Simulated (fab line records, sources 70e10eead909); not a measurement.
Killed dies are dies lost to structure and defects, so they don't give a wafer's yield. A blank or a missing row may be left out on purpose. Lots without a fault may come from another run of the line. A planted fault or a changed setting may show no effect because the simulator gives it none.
fab line records | flow nand_harc
record lots=24 wafers=72 last_day=34
route steps=1302 shown P_M0@263 P_M1@298 P_M2@350 P_BONDPAD@365
lots that met no fault: from a run of the same line without faults
start_h: hours from the record's first day to the start of the lot's first wafer shown | wait_h: hours since the lot's step before | " the same as in the row above | L1.1+2: a row that stands for several wafers | - no value, or no start given | * or withheld: withheld | < > ~ a bound
route shown NAME@n: a module of which the file shows steps, and the number in the route of the first | usual: mean/standard deviation of fault-free wafers | same: alike in all rows | chamber/n: place in a boat | sites: the reading at each site | _std_site: their standard deviation | _edge_site: outer sites' mean less inner sites' | radius_mm: how far each site lies from the wafer's centre | mask NAME#n: copy n | behind: the tool/chamber that last shaped the wafer | hold: why the lot was held/for how many hours/how that ended | device: the transistor (n, p or np) that didn't switch | end of line: the same wafers' tests at the end of the route | a step without rows: its recipe alone | killed: dies lost to structure and defects at the first sort, not the wafer's yield | map: a wafer's dies, x killed, . not, _ none there
set.NAME: the setting as run; set.NAME@STEP: as run at that earlier step | model.NAME: the simulator's own value behind a step, which no gauge read
steps of the route over a sample of lots; a table a step, a row a wafer
services: from which hour (start_h, from the record's first day; less than 0 if before it) a tool's chamber was out of use, for how many hours, and why
## steps
# step NHARC_P_M0_CD_MEAS_09
# recipe target_cd_nm=90 landing_energy_ev=500
# usual cd_nm=89.8/0.52
# columns lot.wafer tool chamber start_h wait_h cd_nm
L074.2 cd_sem-03 0 129.37 - 89.4
L074.3 " 0 " " 90.3
L074.6 " 0 " " 91.0
L076.2 cd_sem-03 0 144.52 - 90.1
L076.3 " 0 " " 90.1
L076.4 " 0 " " 90.0
L075.3 cd_sem-01 0 145.14 - 90.4
L075.5 " 0 " " 89.6
L075.6 " 0 " " 90.1
L077.4 cd_sem-03 0 151.07 - 89.8
L077.5 " 0 " " 90.0
L077.6 " 0 " " 89.5
L078.1 cd_sem-03 0 163.65 - 90.1
L078.2 " 0 " " 89.3
L078.3 " 0 " " 89.9
L079.1 cd_sem-01 0 171.13 - 90.0
L079.3 " 0 " " 90.7
L079.4 " 0 " " 90.9
L080.2 cd_sem-01 0 178.87 - 89.3
L080.4 " 0 " " 89.1
L080.6 " 0 " " 89.8
L081.2 cd_sem-02 0 190.17 - 89.2
L081.3 " 0 " " 89.7
L081.5 " 0 " " 89.2
L082.1 cd_sem-02 0 202.84 - 89.5
L082.2 " 0 " " 88.6
L082.5 " 0 " " 89.6
L083.2 cd_sem-02 0 209.92 - 89.5
L083.4 " 0 " " 89.1
L083.5 " 0 " " 89.4
L084.2 cd_sem-02 0 224.08 - 89.8
L084.4 " 0 " " 90.7
L084.6 " 0 " " 90.0
L085.2 cd_sem-03 0 228.07 - 89.5
L085.3 " 0 " " 88.9
L085.4 " 0 " " 89.4
L086.3 cd_sem-01 0 241.38 - 90.2
L086.4 " 0 " " 89.4
L086.6 " 0 " " 89.1
L087.3 cd_sem-01 0 249.98 - 89.7
L087.4 " 0 " " 90.3
L087.6 " 0 " " 89.7
L088.3 cd_sem-01 0 268.18 - 90.0
L088.4 " 0 " " 90.7
L088.6 " 0 " " 90.6
L089.1 cd_sem-02 0 268.64 - 89.6
L089.2 " 0 " " 90.1
L089.6 " 0 " " 90.0
L090.2 cd_sem-02 0 283.06 - 91.1
L090.3 " 0 " " 89.4
L090.5 " 0 " " 90.0
L091.3 cd_sem-03 0 284.03 - 89.4
L091.4 " 0 " " 89.9
L091.6 " 0 " " 90.0
L092.4 cd_sem-03 0 316.80 - 91.1
L092.5 " 0 " " 90.3
L092.6 " 0 " " 90.9
L093.4 cd_sem-02 0 317.19 - 89.7
L093.5 " 0 " " 89.6
L093.6 " 0 " " 89.1
L094.1 cd_sem-03 0 323.24 - 90.2
L094.2 " 0 " " 89.6
L094.4 " 0 " " 89.9
L095.2 cd_sem-01 0 335.58 - 90.8
L095.5 " 0 " " 91.2
L095.6 " 0 " " 89.9
L096.2 cd_sem-02 0 345.20 - 89.4
L096.3 " 0 " " 89.3
L096.5 " 0 " " 89.7
L097.1 cd_sem-02 0 353.30 - 90.0
L097.2 " 0 " " 89.0
L097.5 " 0 " " 89.4
# step NHARC_P_M0_PRE_CLEAN_29
# recipe time_s=30 temp_c=280 gas=H2/He
# usual heater_power_w=389/18
# columns lot.wafer tool chamber start_h wait_h heater_power_w
L074.3 pvd_sputter-03 - - - 393
L074.2 " - " " 413
L074.6 " - " " 398
L076.4 pvd_sputter-02 - - - 424
L076.3 " - " " 398
L076.2 " - " " 394
L075.3 pvd_sputter-01 - - - 355
L075.6 " - " " 385
L075.5 " - " " 378
L077.4 pvd_sputter-03 - - - 365
L077.5 " - " " 426
L077.6 " - " " 368
L078.3 pvd_sputter-03 - - - 398
L078.2 " - " " 423
L078.1 " - " " 379
L079.4 pvd_sputter-02 - - - 401
L079.3 " - " " 418
L079.1 " - " " 396
L080.4 pvd_sputter-01 - - - 382
L080.2 " - " " 366
L080.6 " - " " 389
L081.3 pvd_sputter-01 - - - 363
L081.2 " - " " 391
L081.5 " - " " 351
L082.1 pvd_sputter-01 - - - 367
L082.2 " - " " 383
L082.5 " - " " 393
L083.4 pvd_sputter-01 - - - 356
L083.2 " - " " 385
L083.5 " - " " 360
L084.2 pvd_sputter-02 - - - 395
L084.4 " - " " 402
L084.6 " - " " 392
L085.4 pvd_sputter-02 - - - 380
L085.2 " - " " 409
L085.3 " - " " 394
L086.3 pvd_sputter-02 - - - 396
L086.4 " - " " 395
L086.6 " - " " 404
L087.4 pvd_sputter-01 - - - 412
L087.3 " - " " 370
L087.6 " - " " 369
L088.3 pvd_sputter-01 - - - 389
L088.4 " - " " 370
L088.6 " - " " 349
L089.2 pvd_sputter-02 - - - 387
L089.1 " - " " 398
L089.6 " - " " 412
L090.2 pvd_sputter-03 - - - 377
L090.3 " - " " 369
L090.5 " - " " 404
L091.3 pvd_sputter-01 - - - 373
L091.4 " - " " 408
L091.6 " - " " 375
L092.4 pvd_sputter-01 - - - 364
L092.6 " - " " 384
L092.5 " - " " 374
L093.4 pvd_sputter-02 - - - 379
L093.6 " - " " 377
L093.5 " - " " 371
L094.1 pvd_sputter-01 - - - 380
L094.4 " - " " 405
L094.2 " - " " 363
L095.2 pvd_sputter-03 - - - 412
L095.5 " - " " 383
L095.6 " - " " 369
L096.2 pvd_sputter-02 - - - 403
L096.3 " - " " 375
L096.5 " - " " 421
L097.2 pvd_sputter-01 - - - 368
L097.1 " - " " 364
L097.5 " - " " 418
# step NHARC_P_M0_PVD_20
# recipe target_thk_a=50 bias_v=168.6 power_w=15000 chamber_pressure_pa=0.12 time_s=8.06 substrate_temp_c=50 material=TaN
# usual throttle_valve_pct=29.8/0.73
# columns lot.wafer tool chamber start_h wait_h throttle_valve_pct
L074.2 pvd_sputter-03 - - - 30.3
L074.3 " - " " 29.4
L074.6 " - " " 31.0
L076.2 pvd_sputter-02 - - - 30.3
L076.4 " - " " 29.6
L076.3 " - " " 30.7
L075.3 pvd_sputter-01 - - - 29.0
L075.5 " - " " 29.8
L075.6 " - " " 28.9
L077.4 pvd_sputter-03 - - - 29.9
L077.5 " - " " 31.1
L077.6 " - " " 30.1
L078.3 pvd_sputter-03 - - - 30.0
L078.2 " - " " 28.9
L078.1 " - " " 31.0
L079.3 pvd_sputter-02 - - - 29.7
L079.1 " - " " 30.6
L079.4 " - " " 30.1
L080.4 pvd_sputter-01 - - - 28.7
L080.2 " - " " 28.8
L080.6 " - " " 29.7
L081.3 pvd_sputter-01 - - - 28.9
L081.2 " - " " 29.7
L081.5 " - " " 28.9
L082.1 pvd_sputter-01 - - - 30.5
L082.2 " - " " 28.9
L082.5 " - " " 28.8
L083.2 pvd_sputter-01 - - - 28.8
L083.4 " - " " 28.5
L083.5 " - " " 29.8
L084.4 pvd_sputter-02 - - - 29.5
L084.2 " - " " 30.8
L084.6 " - " " 30.8
L085.3 pvd_sputter-02 - - - 30.1
L085.2 " - " " 29.7
L085.4 " - " " 29.9
L086.3 pvd_sputter-02 - - - 30.9
L086.4 " - " " 30.2
L086.6 " - " " 29.8
L087.4 pvd_sputter-01 - - - 28.9
L087.3 " - " " 28.7
L087.6 " - " " 29.0
L088.4 pvd_sputter-01 - - - 29.0
L088.3 " - " " 28.9
L088.6 " - " " 30.6
L089.2 pvd_sputter-02 - - - 30.5
L089.1 " - " " 29.7
L089.6 " - " " 30.3
L090.3 pvd_sputter-03 - - - 29.1
L090.2 " - " " 31.2
L090.5 " - " " 31.0
L091.4 pvd_sputter-01 - - - 30.9
L091.3 " - " " 29.0
L091.6 " - " " 31.0
L092.4 pvd_sputter-01 - - - 30.9
L092.6 " - " " 30.0
L092.5 " - " " 28.8
L093.4 pvd_sputter-02 - - - 30.4
L093.6 " - " " 30.1
L093.5 " - " " 30.1
L094.1 pvd_sputter-01 - - - 28.8
L094.4 " - " " 30.9
L094.2 " - " " 30.1
L095.2 pvd_sputter-03 - - - 29.3
L095.6 " - " " 29.5
L095.5 " - " " 30.8
L096.2 pvd_sputter-02 - - - 30.6
L096.3 " - " " 29.6
L096.5 " - " " 30.8
L097.1 pvd_sputter-01 - - - 30.2
L097.2 " - " " 29.2
L097.5 " - " " 28.8
# step NHARC_P_M1_DESCUM_14
# recipe time_s=3 o2_flow_sccm=200 ar_flow_sccm=0 bias_power_w=0 chemistry=O2
# usual chamber_pressure_mTorr=60.00/0.05 drypump_motor_current_A=5.8/0.44 oes_product_au=0.996/0.0077 rf_vpp_V=57.7/0.89 showerhead_plenum_p_Torr=1.89/0.047 throttle_valve_pct=11.312/0.0087
# columns lot.wafer tool chamber start_h wait_h chamber_pressure_mTorr drypump_motor_current_A oes_product_au rf_hours_counter_h rf_vpp_V showerhead_plenum_p_Torr throttle_valve_pct
L074.3 rie_diel-07 2 133.61 0.1 60.00 5.4 0.993 0 58.4 1.94 11.300
L074.2 " 3 " " 60.06 5.3 0.997 1 59.7 1.86 11.322
L074.6 " 1 " " 60.02 6.5 0.987 - 57.4 1.89 11.317
L076.3 rie_diel-07 2 149.01 0.1 59.97 5.4 0.996 1 57.6 1.94 11.320
L076.2 " 0 " " 59.97 5.7 1.001 2 59.4 1.88 11.320
L076.4 " 2 " " 60.07 5.4 0.990 - 57.6 1.94 11.306
L075.3 rie_diel-07 2 149.81 0.1 59.95 5.4 0.991 2 56.6 1.94 11.296
L075.6 " 0 " " 59.89 5.7 1.002 - 58.2 1.88 11.311
L075.5 " 1 " " 60.06 6.5 0.998 - 56.2 1.89 11.315
L077.4 rie_diel-09 2 155.24 0.1 59.96 6.3 1.011 0 57.0 1.81 11.321
L077.5 " 0 " " 59.86 5.5 1.008 - 58.4 1.93 11.307
L077.6 " 1 " " 60.02 6.2 1.004 - 58.3 1.96 11.313
L078.3 rie_diel-09 0 168.00 0.1 60.02 5.5 1.010 1 57.4 1.93 11.321
L078.1 " 2 " " 59.98 6.3 1.003 1 57.1 1.81 11.298
L078.2 " 3 " " 59.98 5.7 1.004 1 55.7 1.82 11.311
L079.4 rie_diel-09 1 175.32 0.1 59.95 6.2 0.999 1 57.6 1.96 11.307
L079.1 " 2 " " 60.01 6.3 1.002 1 57.0 1.81 11.300
L079.3 " 0 " " 60.00 5.5 1.008 1 58.5 1.93 11.313
L080.2 rie_diel-07 0 183.00 0.1 60.01 5.7 1.001 4 57.6 1.88 11.308
L080.4 " 1 " " 59.98 6.4 0.986 - 56.8 1.89 11.325
L080.6 " 0 " " 60.03 5.7 0.988 - 58.8 1.88 11.297
L081.3 rie_diel-07 0 194.57 0.1 60.03 5.7 0.987 4 58.1 1.88 11.306
L081.2 " 1 " " 60.06 6.5 0.982 5 57.6 1.89 11.309
L081.5 " 0 " " 59.97 5.7 1.005 - 57.7 1.88 11.318
L082.1 rie_diel-09 2 207.12 0.1 59.93 6.3 1.009 4 57.9 1.81 11.320
L082.2 " 3 " " 60.08 5.7 1.001 4 57.2 1.82 11.315
L082.5 " 1 " " 59.96 6.2 0.992 - 57.5 1.96 11.305
L083.2 rie_diel-07 3 214.18 0.1 60.07 5.3 0.992 6 56.9 1.86 11.320
L083.4 " 1 " " 59.99 6.5 0.993 6 57.8 1.89 11.305
L083.5 " 2 " " 59.94 5.4 0.986 - 56.2 1.93 11.316
L084.4 rie_diel-07 2 228.45 0.1 60.03 5.4 0.989 8 57.2 1.93 11.317
L084.2 " 0 " " 59.96 5.7 0.989 6 57.4 1.88 11.304
L084.6 " 2 " " 60.03 5.4 0.997 - 58.0 1.93 11.323
L085.4 rie_diel-07 2 232.37 0.1 59.98 5.4 0.993 8 59.2 1.93 11.313
L085.2 " 0 " " 60.00 5.7 1.008 7 57.0 1.88 11.297
L085.3 " 1 " " 60.00 6.5 0.992 7 58.0 1.89 11.305
L086.4 rie_diel-07 1 245.94 0.1 60.05 6.4 0.994 8 58.3 1.89 11.292
L086.3 " 2 " " 60.02 5.4 0.985 9 60.9 1.93 11.313
L086.6 " 3 " " 60.01 5.3 0.981 - 55.6 1.86 11.310
L087.3 rie_diel-09 3 254.30 0.1 60.06 5.7 0.998 7 56.9 1.82 11.302
L087.4 " 1 " " 59.89 6.2 0.999 7 57.7 1.96 11.322
L087.6 " 3 " " 59.97 5.7 0.989 - 56.5 1.82 11.320
L088.4 rie_diel-07 2 272.41 0.1 59.95 5.4 0.987 11 57.3 1.93 11.304
L088.3 " 0 " " 60.00 5.7 1.006 9 56.5 1.88 11.310
L088.6 " 3 " " 59.98 5.3 0.987 - 58.0 1.86 11.310
L089.1 rie_diel-07 1 272.91 0.1 60.01 6.4 0.994 10 57.9 1.89 11.306
L089.2 " 2 " " 59.96 5.4 0.985 11 58.1 1.93 11.302
L089.6 " 1 " " 59.94 6.5 0.988 - 57.9 1.89 11.313
L090.3 rie_diel-07 2 287.18 0.1 60.05 5.4 0.995 12 57.7 1.93 11.325
L090.2 " 0 " " 60.01 5.7 0.998 10 58.5 1.88 11.320
L090.5 " 2 " " 59.98 5.4 1.008 - 60.0 1.93 11.326
L091.4 rie_diel-01 1 288.15 0.1 60.02 5.6 0.998 22 59.2 1.79 11.300
L091.3 " 2 " " 59.95 5.8 1.012 25 56.8 2.04 11.324
L091.6 " 1 " " 59.94 5.6 0.988 - 57.9 1.79 11.306
L092.4 rie_diel-07 3 321.04 0.1 59.97 5.3 0.993 1 56.6 1.86 11.320
L092.5 " 2 " " 60.00 5.4 0.998 - 58.4 1.93 11.315
L092.6 " 3 " " 60.03 5.3 0.990 - 58.1 1.85 11.307
L093.4 rie_diel-07 3 321.59 0.2 60.06 5.3 1.003 2 56.0 1.85 11.328
L093.6 " 0 " " 60.02 5.7 1.004 - 58.0 1.88 11.304
L093.5 " 1 " " 59.98 6.5 0.992 - 57.7 1.89 11.322
L094.4 rie_diel-07 2 327.35 0.1 60.09 5.4 0.995 2 57.6 1.93 11.344
L094.1 " 3 " " 59.96 5.3 0.989 2 56.1 1.85 11.307
L094.2 " 0 " " 60.06 5.7 0.995 1 57.9 1.88 11.318
L095.2 rie_diel-07 3 339.84 0.1 59.99 5.3 1.001 2 57.7 1.85 11.319
L095.5 " 2 " " 60.04 5.4 1.008 - 58.4 1.93 11.311
L095.6 " 3 " " 60.05 5.3 1.009 - 57.6 1.85 11.314
L096.3 rie_diel-07 1 349.40 0.1 60.01 6.4 0.992 3 56.2 1.89 11.300
L096.2 " 2 " " 59.98 5.4 0.992 3 56.7 1.93 11.315
L096.5 " 1 " " 59.98 6.5 0.981 - 57.4 1.89 11.311
L097.1 rie_diel-09 2 357.41 0.1 59.93 6.3 0.991 3 58.2 1.81 11.312
L097.2 " 0 " " 60.06 5.5 1.013 3 58.0 1.92 11.293
L097.5 " 2 " " 60.00 6.3 1.013 - 58.0 1.81 11.319
# step NHARC_P_M2_DEP_33
# recipe target_thk_a=300 temp_c=370 target_thk_nm=30 pressure_torr=3 flow_sccm=200 rf_w=450 material=SiCN
# usual heater_power_w=552/61
# columns lot.wafer tool chamber start_h wait_h heater_power_w
L074.2 pecvd-02 2 140.53 0.1 522
L074.3 " 0 " " 568
L074.6 " 1 " " 514
L076.2 pecvd-02 0 156.04 0.1 534
L076.3 " 2 " " 631
L076.4 " 0 " " 522
L075.3 pecvd-04 2 156.72 0.1 484
L075.6 " 0 " " 524
L075.5 " 2 " " 472
L077.6 pecvd-04 1 162.11 0.2 465
L077.4 " 2 " " 565
L077.5 " 0 " " 566
L078.1 pecvd-01 2 174.88 0.1 541
L078.2 " 0 " " 580
L078.3 " 1 " " 592
L079.1 pecvd-02 1 182.21 0.1 601
L079.3 " 2 " " 627
L079.4 " 2 " " 628
L080.2 pecvd-04 2 189.94 0.1 575
L080.4 " 2 " " 568
L080.6 " 0 " " 473
L081.2 pecvd-01 0 201.35 0.1 645
L081.3 " 1 " " 655
L081.5 " 1 " " 665
L082.1 pecvd-01 2 213.90 0.1 609
L082.2 " 0 " " 601
L082.5 " 2 " " 597
L083.2 pecvd-01 0 221.10 0.1 567
L083.4 " 1 " " 622
L083.5 " 2 " " 584
L084.2 pecvd-04 2 235.45 0.1 454
L084.4 " 2 " " 450
L084.6 " 1 " " 444
L085.2 pecvd-04 0 239.42 0.1 552
L085.3 " 1 " " 491
L085.4 " 1 " " 496
L086.3 pecvd-02 1 253.34 0.1 547
L086.6 " 0 " " 510
L086.4 " 2 " " 588
L087.3 pecvd-04 1 261.22 0.1 481
L087.4 " 0 " " 537
L087.6 " 2 " " 498
L088.3 pecvd-01 0 279.24 0.1 660
L088.4 " 2 " " 567
L088.6 " 0 " " 658
L089.2 pecvd-01 0 280.37 0.1 657
L089.1 " 1 " " 636
L089.6 " 1 " " 635
L090.2 pecvd-01 2 294.06 0.1 552
L090.3 " 0 " " 570
L090.5 " 0 " " 571
L091.3 pecvd-02 2 295.16 0.1 586
L091.4 " 0 " " 594
L091.6 " 2 " " 589
L092.5 pecvd-02 2 328.08 0.2 563
L092.4 " 0 " " 544
L092.6 " 1 " " 566
L093.4 pecvd-02 1 328.49 0.2 557
L093.5 " 2 " " 588
L093.6 " 0 " " 587
L094.1 pecvd-04 0 334.20 0.1 541
L094.2 " 1 " " 454
L094.4 " 1 " " 446
L095.2 pecvd-04 1 346.89 0.1 486
L095.6 " 2 " " 599
L095.5 " 1 " " 492
L096.2 pecvd-04 2 356.26 0.1 553
L096.3 " 1 " " 387
L096.5 " 0 " " 508
L097.2 pecvd-02 1 364.33 0.1 573
L097.1 " 2 " " 559
L097.5 " 1 " " 569
# step NHARC_P_BONDPAD_OVL_MEAS_38
# usual overlay_x_nm=-1/6.8 overlay_y_nm=-1/7.5
# columns lot.wafer tool chamber start_h wait_h overlay_x_nm overlay_y_nm
L074.2 overlay-01 - 142.11 - -11 3
L074.3 " - " " -12 3
L074.6 " - " " -12 3
L076.2 overlay-01 - 157.76 - 7 -15
L076.3 " - " " 6 -15
L076.4 " - " " 6 -14
L075.3 overlay-01 - 158.37 - 2 8
L075.5 " - " " 2 8
L075.6 " - " " 2 8
L077.4 overlay-01 - 163.58 - -1 -6
L077.5 " - " " -1 -6
L077.6 " - " " -1 -6
L078.1 overlay-02 - 176.60 - 6 4
L078.2 " - " " 6 3
L078.3 " - " " 7 3
L079.1 overlay-02 - 183.94 - -8 9
L079.3 " - " " -8 9
L079.4 " - " " -8 9
L080.2 overlay-01 - 191.62 - 12 -6
L080.4 " - " " 13 -6
L080.6 " - " " 12 -6
L081.2 overlay-02 - 202.92 - 5 8
L081.3 " - " " 5 8
L081.5 " - " " 4 8
L082.1 overlay-02 - 215.46 - -2 -6
L082.2 " - " " -2 -6
L082.5 " - " " -3 -6
L083.2 overlay-02 - 222.82 - 5 -2
L083.4 " - " " 5 -2
L083.5 " - " " 5 -3
L084.2 overlay-01 - 237.12 - -3 -11
L084.4 " - " " -3 -11
L084.6 " - " " -3 -12
L085.2 overlay-02 - 241.03 - 7 2
L085.3 " - " " 6 2
L085.4 " - " " 6 3
L086.3 overlay-01 - 255.02 - 2 -2
L086.4 " - " " 3 -1
L086.6 " - " " 3 -1
L087.3 overlay-01 - 262.91 - -5 -2
L087.4 " - " " -5 -2
L087.6 " - " " -5 -3
L088.3 overlay-02 - 280.74 - -11 0
L088.4 " - " " -10 -1
L088.6 " - " " -10 0
L089.1 overlay-02 - 282.08 - 9 -5
L089.2 " - " " 9 -5
L089.6 " - " " 9 -5
L090.2 overlay-02 - 295.66 - -4 -20
L090.3 " - " " -4 -19
L090.5 " - " " -4 -20
L091.3 overlay-02 - 296.67 - -3 5
L091.4 " - " " -3 5
L091.6 " - " " -3 5
L092.4 overlay-01 - 329.67 - 3 2
L092.5 " - " " 4 2
L092.6 " - " " 4 2
L093.4 overlay-02 - 330.09 - -1 4
L093.5 " - " " -1 4
L093.6 " - " " -1 4
L094.1 overlay-01 - 335.77 - -1 -11
L094.2 " - " " -2 -11
L094.4 " - " " -2 -10
L095.2 overlay-01 - 348.39 - -18 10
L095.5 " - " " -18 10
L095.6 " - " " -18 10
L096.2 overlay-01 - 357.97 - -2 2
L096.3 " - " " -2 2
L096.5 " - " " -1 2
L097.1 overlay-01 - 366.07 - -3 -3
L097.2 " - " " -2 -3
L097.5 " - " " -2 -3
## services
# columns tool chamber start_h hours kind
pecvd-04 2 114.33 3.4 repair
rie_diel-07 - 118.85 9.0 pm
pecvd-01 - 130.75 13.0 pm
pvd_sputter-03 - 131.11 8.2 repair
pvd_sputter-01 - 142.74 2.1 repair
rie_diel-07 3 143.46 9.5 repair
pvd_sputter-03 - 146.39 2.0 repair
pecvd-02 1 168.63 6.4 repair
rie_diel-07 3 181.71 5.7 repair
rie_diel-07 0 185.11 5.9 repair
pvd_sputter-03 - 196.72 10.0 pm
pecvd-02 - 227.17 13.0 pm
pvd_sputter-01 - 227.30 10.0 pm
pvd_sputter-01 - 251.77 2.6 repair
pecvd-01 - 262.52 0.3 repair
pvd_sputter-02 - 262.96 3.1 repair
pecvd-04 - 269.01 13.0 pm
rie_diel-07 - 275.61 1.0 repair
pvd_sputter-02 - 282.00 10.0 pm
rie_diel-07 - 295.85 9.0 pm
pvd_sputter-02 - 297.71 3.8 repair
pvd_sputter-03 - 306.01 0.7 repair
pecvd-01 - 311.93 13.0 pm
rie_diel-07 0 314.25 5.3 repair
## key
fault none
